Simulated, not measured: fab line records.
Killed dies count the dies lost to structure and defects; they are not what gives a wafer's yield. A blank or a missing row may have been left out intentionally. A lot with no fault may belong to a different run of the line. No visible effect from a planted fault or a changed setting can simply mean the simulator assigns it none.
Split-lot experiment -- flow n5_finfet -- route with 1938 steps; 7 lots, 39 wafers read

THE SPLIT
At N5_DUMMY_GATE_EXPOSE_12 (exposes mask GATE, target cd 25 nm), the setting dose_mj was moved away from the recipe's 34 on 18 of the 39 wafers read, by -7.5% to +5.0%. All remaining wafers had this setting at the recipe value.

FROM THE SPLIT TO THE READING: what the file shows between them, 14 steps
- N5_DUMMY_GATE_PEB_13: peb time 60 s
- N5_DUMMY_GATE_DEVELOP_14: develop time 30 s
- N5_DUMMY_GATE_CD_MEAS_15: target cd 25.8 nm
- N5_DUMMY_GATE_ETCH_37: etches SOC in N2/H2, target depth 60 nm, overetch 30 nm (also split here: source_w)
- N5_DUMMY_GATE_STRIP_38: strips in N2/H2
- N5_DUMMY_GATE_STRIP_39: strips in N2/H2
- N5_DUMMY_GATE_TRIM_49: chemistry O2, time 29 s, target cd 14 nm
- N5_DUMMY_GATE_STRIP_40: strips in CF4
- N5_DUMMY_GATE_CD_MEAS_50: target cd 14 nm
- N5_DUMMY_GATE_ETCH_31: etches SiO2 in C4F6/O2, target depth 82.5 nm, time 27.5 s (also split here: target_depth_a)
- N5_DUMMY_GATE_STRIP_41: strips in O2
- N5_DUMMY_GATE_HM_OPEN_21: chemistry CH3F/O2, target SiNx, target depth 120 nm, time 171.4 s
- N5_DUMMY_GATE_ETCH_23: etches poly-Si in HBr/Cl2/O2, target depth 41 nm, time 22.3 s
- N5_DUMMY_GATE_ETCH_44: etches poly-Si in HBr/O2, stops on SiO2, target depth 127.5 nm

THE READING
cd_nm (nm) at N5_DUMMY_GATE_CD_MEAS_24, where the cd target is 15 nm. Fault-free wafers of this fab line usually give 15.1 nm, standard deviation 0.33 nm.

wafer,"tool, chamber at the split",dose_mj as run,against the recipe,"cd_nm, nm",against lot-mates on the recipe
L076.1,"euv_scanner-02, 0",32.18,-5.4%,16.3,+1.7
L076.2,"euv_scanner-02, 0",32.18,-5.4%,15.7,+1.1
L076.3,"euv_scanner-02, 0",34,recipe,14.0,-
L076.4,"euv_scanner-02, 0",32.18,-5.4%,15.0,+0.4
L076.5,"euv_scanner-02, 0",34,recipe,14.7,-
L076.6,"euv_scanner-02, 0",34,recipe,15.0,-
L080.1,"euv_scanner-01, 0",34,recipe,14.8,-
L080.2,"euv_scanner-01, 0",34,recipe,15.2,-
L080.3,"euv_scanner-01, 0",34,recipe,14.2,-
L080.4,"euv_scanner-01, 0",31.79,-6.5%,16.2,+1.5
L080.5,"euv_scanner-01, 0",31.79,-6.5%,16.3,+1.6
L080.6,"euv_scanner-01, 0",31.79,-6.5%,16.1,+1.4
L083.1,"euv_scanner-01, 0",34,recipe,15.1,-
L083.2,"euv_scanner-01, 0",34,recipe,15.1,-
L083.4,"euv_scanner-01, 0",34,recipe,15.2,-
L085.1,"euv_scanner-01, 0",34,recipe,15.0,-
L085.2,"euv_scanner-01, 0",34,recipe,14.4,-
L085.3,"euv_scanner-01, 0",35.71,+5.0%,14.0,-0.7
L085.4,"euv_scanner-01, 0",34,recipe,14.7,-
L085.5,"euv_scanner-01, 0",35.71,+5.0%,13.8,-0.9
L085.6,"euv_scanner-01, 0",35.71,+5.0%,13.7,-1.0
L090.1,"euv_scanner-02, 0",34,recipe,15.2,-
L090.2,"euv_scanner-02, 0",34,recipe,15.2,-
L090.3,"euv_scanner-02, 0",31.79,-6.5%,16.3,+1.2
L090.4,"euv_scanner-02, 0",31.79,-6.5%,16.8,+1.7
L090.5,"euv_scanner-02, 0",34,recipe,15.0,-
L090.6,"euv_scanner-02, 0",31.79,-6.5%,16.6,+1.5
L091.1,"euv_scanner-02, 0",35.06,+3.1%,14.8,-0.6
L091.2,"euv_scanner-02, 0",35.06,+3.1%,14.6,-0.8
L091.3,"euv_scanner-02, 0",34,recipe,15.1,-
L091.4,"euv_scanner-02, 0",34,recipe,15.6,-
L091.5,"euv_scanner-02, 0",34,recipe,15.6,-
L091.6,"euv_scanner-02, 0",35.06,+3.1%,14.9,-0.5
L094.1,"euv_scanner-01, 0",34,recipe,14.9,-
L094.2,"euv_scanner-01, 0",31.44,-7.5%,16.1,+1.0
L094.3,"euv_scanner-01, 0",34,recipe,15.3,-
L094.4,"euv_scanner-01, 0",31.44,-7.5%,16.6,+1.5
L094.5,"euv_scanner-01, 0",34,recipe,15.2,-
L094.6,"euv_scanner-01, 0",31.44,-7.5%,17.0,+1.9

THE FIT
A straight line over all 39 wafers: cd_nm changes by -0.195 nm for each +1% of dose_mj; r = -0.88; the points scatter about the line by 0.4 nm.
The same after taking each lot's own level away (the mean of its wafers on the recipe; 39 wafers): -0.203 nm for each +1%; r = -0.94; scatter 0.29 nm.
On that fit, the largest move of dose_mj shifts the reading by 1.5 nm.
The span of the lots' own levels, 14.57 to 15.43 nm, comes to 2.6 times the standard deviation stated above.
The two slopes agree, so the slope changes little with the lot-to-lot level.
Check: for one of the wafers moved furthest among these (-7.5%), held out of the fit, the line's prediction against its lot-mates is +1.61 nm. It came out at +0.967 nm against them.

THE OTHER SPLITS THESE WAFERS WENT THROUGH
Note: prior to the reading, these wafers also went through further splits. Each is held against what the fit with the lots' levels taken away leaves over:
other split on the same wafers,wafers away from the commonest value,r with cd_nm (lot level and that fit taken away)
N5_DUMMY_GATE_ETCH_37 source_w,15,-0.53
N5_DUMMY_GATE_ETCH_31 target_depth_a,12,-0.01

THE WHOLE CHAIN: every reading that the file lists as answering this split, in the file's order
step,what it does,reading,change (the file's fit),r (the file's)
N5_DUMMY_GATE_CD_MEAS_15,target cd 25.8 nm,cd_nm,-0.183 nm for each +1% of the setting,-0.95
N5_DUMMY_GATE_TRIM_49,"chemistry O2, time 29 s, target cd 14 nm","DUMMY_GATE.cd_nm (the simulator's own value, which no gauge read)",-0.205 nm for each +1% of the setting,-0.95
N5_DUMMY_GATE_CD_MEAS_50,target cd 14 nm,cd_nm,-0.234 nm for each +1% of the setting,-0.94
N5_DUMMY_GATE_CD_MEAS_24,target cd 15 nm,cd_nm,-0.206 nm for each +1% of the setting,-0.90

THE FILE'S OWN FIT
cd_nm changes by -0.206 nm for each +1% of dose_mj, r = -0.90.
